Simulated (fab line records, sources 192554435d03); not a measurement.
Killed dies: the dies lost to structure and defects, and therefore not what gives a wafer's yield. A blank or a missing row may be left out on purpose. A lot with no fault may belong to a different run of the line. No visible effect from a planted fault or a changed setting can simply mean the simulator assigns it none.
Chamber matching | flow n5Finfet | uvCure-01 running N5_BEOL_M10_CURE_71: 3 sister chambers
The step cures SiCOH lowk, time 240 s. 27 wafers are shown with their chamber, then 12 later ones without.

== WAFERS WITH THEIR CHAMBER ==
wafer  | chamber | wafer_temp_C_max | lampPowerPct (%)
L074.1 | 0       | 385.9            | 52.26
L074.2 | 0       | 386.8            | 52.40
L074.3 | 0       | 386.5            | 52.34
L075.1 | 2       | 386.3            | 52.30
L075.4 | 2       | 386.4            | 52.31
L075.5 | 2       | 386.6            | 52.40
L082.1 | 0       | 386.3            | 52.35
L082.2 | 0       | 386.4            | 52.24
L082.6 | 0       | 387.0            | 52.30
L081.1 | 0       | 386.2            | 52.32
L081.3 | 0       | 386.7            | 52.40
L081.6 | 0       | 387.0            | 52.35
L084.1 | 0       | 386.4            | 52.30
L084.2 | 0       | 387.0            | 52.26
L084.5 | 0       | 386.6            | 52.30
L086.1 | 2       | 386.6            | 52.38
L086.4 | 2       | 386.3            | 52.38
L086.5 | 2       | 386.0            | 52.35
L086.2 | 2       | 386.5            | 52.34
L086.3 | 2       | 386.0            | 52.21
L086.6 | 2       | 385.6            | 52.22
L087.1 | 1       | 387.6            | 52.33
L087.5 | 1       | 386.9            | 52.25
L087.6 | 1       | 386.6            | 52.29
L093.3 | 1       | 387.6            | 52.31
L093.5 | 1       | 387.2            | 52.36
L093.6 | 1       | 388.3            | 52.28

SIGNATURES (means of the wafers above)
reading          | chamber 0 | chamber 1 | chamber 2 | scatter within a chamber
wafer_temp_C_max | 386.567   | 387.367   | 386.256   | 0.41
lampPowerPct     | 52.3183   | 52.3033   | 52.3211   | 0.0558
Rule: a wafer's distance from a chamber is the root of the sum, over the readings, of the square of ((its reading less the chamber's mean) divided by the reading's scatter). If the next closest chamber is less than 2 further off than the closest, the wafer can't be placed; otherwise it belongs to the closest. The scatter is the square root of a quotient: the sum, over the shown wafers, of each reading's squared deviation from its chamber's mean, divided by wafers minus chambers.

== WAFERS WITHOUT THEIR CHAMBER ==
wafer  | wafer_temp_C_max | lampPowerPct (%)
L094.1 | 386.7            | 52.35
L094.2 | 386.5            | 52.30
L094.4 | 387.5            | 52.28
L095.2 | 387.3            | 52.32
L095.5 | 386.7            | 52.37
L095.6 | 386.8            | 52.32
L097.1 | 386.5            | 52.27
L097.3 | 386.5            | 52.30
L097.5 | 386.4            | 52.32
L097.2 | 386.9            | 52.28
L097.4 | 386.2            | 52.28
L097.6 | 386.3            | 52.31

== THE CHAMBER EACH PASSED THROUGH ==
wafer  | from the rows above          | in truth
L094.1 | can't be placed: 0 or 2 or 1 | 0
L094.2 | can't be placed: 0 or 2 or 1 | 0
L094.4 | can't be placed: 1 or 0      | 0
L095.2 | can't be placed: 1 or 0      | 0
L095.5 | can't be placed: 0 or 2 or 1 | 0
L095.6 | can't be placed: 0 or 2 or 1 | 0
L097.1 | can't be placed: 0 or 2 or 1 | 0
L097.3 | can't be placed: 0 or 2 or 1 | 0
L097.5 | can't be placed: 2 or 0      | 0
L097.2 | can't be placed: 0 or 1 or 2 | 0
L097.4 | can't be placed: 2 or 0      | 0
L097.6 | can't be placed: 2 or 0      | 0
Correctly placed: 0 of 12. Unplaceable from these rows: 12, with the true chamber sitting among the candidates in 12. Wrongly placed: 0.
